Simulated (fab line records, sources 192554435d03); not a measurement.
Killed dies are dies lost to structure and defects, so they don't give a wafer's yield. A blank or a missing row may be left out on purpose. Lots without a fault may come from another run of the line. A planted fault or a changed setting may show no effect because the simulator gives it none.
Which tool did it? | flow n5_finfet | 9 lots, 27 wafers sampled, at 6 steps of a route of 1938

WHAT THE GAUGES READ, wafer by wafer
N5_STI_FIN_REVEAL_INSPECT_13: inspects for defects (darkfield).
lot  | measured    | on                | raw_defect_count
L832 | day 2 13:28 | defect_inspect-01 | 12 9 7
L837 | day 3 19:06 | defect_inspect-02 | 23 28 25
L838 | day 4 00:46 | defect_inspect-01 | 5 14 8
L839 | day 4 07:35 | defect_inspect-01 | 10 17 8
L841 | day 4 19:50 | defect_inspect-02 | 830 749 796
L842 | day 5 05:55 | defect_inspect-01 | 777 801 803
L853 | day 7 21:38 | defect_inspect-01 | 10 18 14
L854 | day 8 03:56 | defect_inspect-01 | 7 5 13
L855 | day 8 08:01 | defect_inspect-02 | 13 10 15

N5_BEOL_M4_RC_MEAS_101.
lot  | measured     | on        | DIBL_N (mV/V)  | DIBL_P (mV/V)  | IOFF_N (nA/um)    | IOFF_P (nA/um)    | ION_N (uA/um) | ION_P (uA/um) | SS_N (mV/dec)  | SS_P (mV/dec)  | VT_N (mV)         | VT_P (mV)
L832 | day 8 17:21  | prober-01 | 35.6 34.3 35.9 | 34.2 33.4 34.4 | 0.157 0.136 0.157 | 0.207 0.192 0.203 | 673 661 664   | 457 461 457   | 71.9 71.4 71.1 | 72.7 72.6 72.8 | 246.0 249.0 248.9 | -248 -249 -250
L837 | day 9 00:10  | prober-01 | 37.8 35.7 36.8 | 37.2 35.6 37.0 | 0.193 0.148 0.185 | 0.243 0.210 0.239 | 674 670 691   | 465 464 470   | 71.1 70.6 71.4 | 74.0 73.3 73.5 | 246.9 250.1 247.2 | -246 -248 -246
L838 | day 9 17:58  | prober-01 | 39.1 38.6 38.9 | 38.6 37.1 37.1 | 0.197 0.182 0.195 | 0.257 0.242 0.238 | 682 665 678   | 466 454 458   | 72.3 71.6 73.4 | 73.6 74.0 73.4 | 247.3 248.6 250.4 | -245 -246 -249
L839 | day 9 20:37  | prober-01 | 35.3 36.1 36.7 | 35.5 35.9 35.6 | 0.133 0.149 0.151 | 0.177 0.185 0.174 | 677 661 668   | 462 451 447   | 70.9 71.3 71.6 | 72.4 73.4 72.5 | 253.2 251.9 252.9 | -255 -255 -258
L841 | day 10 16:14 | prober-01 | 34.8 36.0 36.4 | 33.3 35.0 35.6 | 0.128 0.153 0.152 | 0.189 0.218 0.225 | 669 679 662   | 468 465 464   | 72.3 71.9 71.5 | 73.1 72.9 72.9 | 252.8 248.1 250.0 | -247 -248 -247
L842 | day 10 22:15 | prober-01 | 37.1 36.2 36.8 | 37.5 36.3 37.2 | 0.163 0.154 0.159 | 0.199 0.191 0.209 | 676 679 664   | 461 459 455   | 72.0 71.6 71.5 | 73.3 73.1 73.6 | 248.6 250.6 250.3 | -251 -253 -253
L853 | day 13 06:14 | prober-02 | 37.1 36.2 37.1 | 36.6 35.7 37.5 | 0.183 0.157 0.176 | 0.232 0.210 0.248 | 679 667 677   | 465 458 468   | 71.5 71.2 71.0 | 72.9 72.2 73.3 | 246.5 250.3 246.7 | -248 -249 -245
L854 | day 13 14:47 | prober-01 | 33.6 36.1 33.8 | 33.7 36.6 33.5 | 0.105 0.139 0.106 | 0.161 0.207 0.159 | 653 663 644   | 456 461 452   | 71.3 71.6 70.9 | 72.2 73.2 72.9 | 254.8 251.6 255.0 | -251 -251 -254
L855 | day 13 19:38 | prober-01 | 35.3 37.3 35.1 | 34.7 35.9 34.5 | 0.137 0.166 0.135 | 0.179 0.192 0.178 | 669 671 668   | 460 452 457   | 71.7 71.9 71.5 | 72.8 72.1 72.3 | 250.5 249.3 253.9 | -255 -252 -253

WHICH TOOL RAN EACH LOT (tool, then ch and the chambers of the sampled wafers, then the start)
lot  | N5_FIN_CUT_CUT_ETCH_15          | N5_FIN_CUT_CUT_ETCH_28          | N5_STI_FIN_REVEAL_RECESS_09       | N5_STI_FIN_REVEAL_PRECLEAN_18
L832 | rie_si-03 ch 0,2,3, day 2 03:43 | rie_si-03 ch 0,2,3, day 2 03:46 | vapor_etch-02 ch 0,1, day 2 11:12 | wet_bench-02 ch 1,5,7, day 2 13:24
L837 | rie_si-02 ch 0,1,3, day 3 09:13 | rie_si-02 ch 0,1,3, day 3 09:17 | vapor_etch-01 ch 0,1, day 3 16:19 | wet_bench-04 ch 0,6,7, day 3 19:02
L838 | rie_si-02 ch 0,3, day 3 15:44   | rie_si-02 ch 0,3, day 3 15:47   | vapor_etch-02 ch 0,1, day 3 21:59 | wet_bench-03 ch 3,4,5, day 4 00:43
L839 | rie_si-02 ch 0,1, day 3 21:38   | rie_si-02 ch 0,1, day 3 21:41   | vapor_etch-02 ch 0,1, day 4 04:48 | wet_bench-03 ch 0,2,3, day 4 07:32
L841 | rie_si-02 ch 1,2,3, day 4 09:41 | rie_si-02 ch 1,2,3, day 4 09:45 | vapor_etch-02 ch 0,1, day 4 16:40 | wet_bench-03 ch 1,5,6, day 4 19:47
L842 | rie_si-03 ch 1,2, day 4 18:20   | rie_si-03 ch 1,2, day 4 18:23   | vapor_etch-02 ch 0,1, day 5 03:07 | wet_bench-03 ch 1,5,6, day 5 05:51
L853 | rie_si-03 ch 0,1,2, day 7 11:36 | rie_si-03 ch 0,1,2, day 7 11:40 | vapor_etch-02 ch 0,1, day 7 18:46 | wet_bench-02 ch 0,1,7, day 7 21:34
L854 | rie_si-02 ch 1,2,3, day 7 18:44 | rie_si-02 ch 1,2,3, day 7 18:47 | vapor_etch-02 ch 0,1, day 8 00:57 | wet_bench-02 ch 0,6,7, day 8 03:52
L855 | rie_si-01 ch 0,1,3, day 7 22:12 | rie_si-01 ch 0,1,3, day 7 22:15 | vapor_etch-02 ch 0,1, day 8 05:24 | wet_bench-03 ch 1,4,5, day 8 07:55
- N5_FIN_CUT_CUT_ETCH_15: etches Si in HBr/Cl2/O2, target depth 100 nm, bt time 10 s, time 42.4 s.
- N5_FIN_CUT_CUT_ETCH_28: etches Si in HBr/Cl2/O2, target depth 6 nm, time 2.4 s.
- N5_STI_FIN_REVEAL_RECESS_09: chemistry HF/NH3, target SiO2, afs cycles 11, target depth 42.5 nm, sublimation time 60 s.
- N5_STI_FIN_REVEAL_PRECLEAN_18: cleans in SC2, time 45 s.

WHAT THE TOOLS THEMSELVES READ (means of the sampled wafers that have a number; where no wafer has one, the mark that the record gives instead)
N5_FIN_CUT_CUT_ETCH_15.
lot  | tool      | O2_flow_sccm (sccm) | drypump_motor_current_A (A) | he_backside_leak_sccm (sccm) | oes_product_au (a.u.) | throttle_valve_pct (%)
L832 | rie_si-03 | 12.01               | 5.75                        | 2.3                          | 1.001                 | 37.34
L837 | rie_si-02 | 11.97               | 5.56                        | 2.6                          | 1.005                 | 37.23
L838 | rie_si-02 | 11.97               | 5.73                        | 2.8                          | 1.005                 | 37.31
L839 | rie_si-02 | 12.03               | 5.31                        | 2.6                          | 1.009                 | 37.31
L841 | rie_si-02 | 11.97               | 5.81                        | 2.7                          | 0.992                 | 37.23
L842 | rie_si-03 | 12.03               | 5.52                        | 3.2                          | 0.998                 | 37.41
L853 | rie_si-03 | 12.01               | 5.62                        | 2.8                          | 1.007                 | 37.26
L854 | rie_si-02 | 11.98               | 5.84                        | 2.8                          | 0.988                 | 37.24
L855 | rie_si-01 | 12.00               | 5.54                        | 2.9                          | 0.983                 | 37.36

N5_FIN_CUT_CUT_ETCH_28.
lot  | tool      | O2_flow_sccm (sccm) | drypump_motor_current_A (A) | he_backside_leak_sccm (sccm) | oes_product_au (a.u.) | throttle_valve_pct (%)
L832 | rie_si-03 | 12.02               | 5.76                        | 2.5                          | 1.002                 | 37.35
L837 | rie_si-02 | 11.98               | 5.57                        | 2.6                          | 1.003                 | 37.23
L838 | rie_si-02 | 12.02               | 5.74                        | 2.8                          | 1.007                 | 37.30
L839 | rie_si-02 | 12.02               | 5.32                        | 2.6                          | 1.006                 | 37.31
L841 | rie_si-02 | 12.00               | 5.81                        | 2.8                          | 0.988                 | 37.24
L842 | rie_si-03 | 12.01               | 5.52                        | 3.1                          | 1.003                 | 37.41
L853 | rie_si-03 | 12.00               | 5.62                        | 2.9                          | 1.008                 | 37.25
L854 | rie_si-02 | 12.00               | 5.82                        | 2.6                          | 0.989                 | 37.23
L855 | rie_si-01 | 12.01               | 5.52                        | 2.8                          | 0.987                 | 37.37

N5_STI_FIN_REVEAL_RECESS_09.
lot  | tool          | drypump_motor_current_A (A)
L832 | vapor_etch-02 | 5.94
L837 | vapor_etch-01 | 6.32
L838 | vapor_etch-02 | 5.93
L839 | vapor_etch-02 | 5.93
L841 | vapor_etch-02 | 6.04
L842 | vapor_etch-02 | 6.04
L853 | vapor_etch-02 | 6.04
L854 | vapor_etch-02 | 5.94
L855 | vapor_etch-02 | 6.06

N5_STI_FIN_REVEAL_PRECLEAN_18.
lot  | tool         | bath_guard_temp_C (C)
L832 | wet_bench-02 | 35.1
L837 | wet_bench-04 | 34.8
L838 | wet_bench-03 | 34.6
L839 | wet_bench-03 | 34.8
L841 | wet_bench-03 | 34.9
L842 | wet_bench-03 | 34.6
L853 | wet_bench-02 | 35.2
L854 | wet_bench-02 | 35.2
L855 | wet_bench-03 | 34.4

THE ANSWER, worked out from the rows above alone
Rule: what is usual is taken from the lots themselves. Put in order of their means at a reading, lots are off if they are a third of the lots or fewer, leave a main group of 4 or more, and stand apart from it by a gap of 3 or more times the standard deviation of the main group's means; of several such gaps the widest counts. A main group whose means are all the same, to the digits that the tables above print for the reading, isn't used. A lot without any number at a reading at which 4 lots or more have one is off too. The other lots that the step has rows for count as sound. The gauges are gone through in route order, then the tools' own readings, and for those a lot's mean is taken as printed above. The first step at which some lot is off is used, and at that step the reading that is off furthest; a lot without a number counts as furthest.
Off: L841, L842, at N5_STI_FIN_REVEAL_INSPECT_13 (raw_defect_count). The main group: mean 13, standard deviation 5.4.
A tool fits if, at a process step before that reading, it ran every lot that is off, and no sound lot after the first of them. The gauges at N5_STI_FIN_REVEAL_INSPECT_13 are tried like those tools. None of those tried fits.

WHAT THE SIMULATOR HAD PUT IN
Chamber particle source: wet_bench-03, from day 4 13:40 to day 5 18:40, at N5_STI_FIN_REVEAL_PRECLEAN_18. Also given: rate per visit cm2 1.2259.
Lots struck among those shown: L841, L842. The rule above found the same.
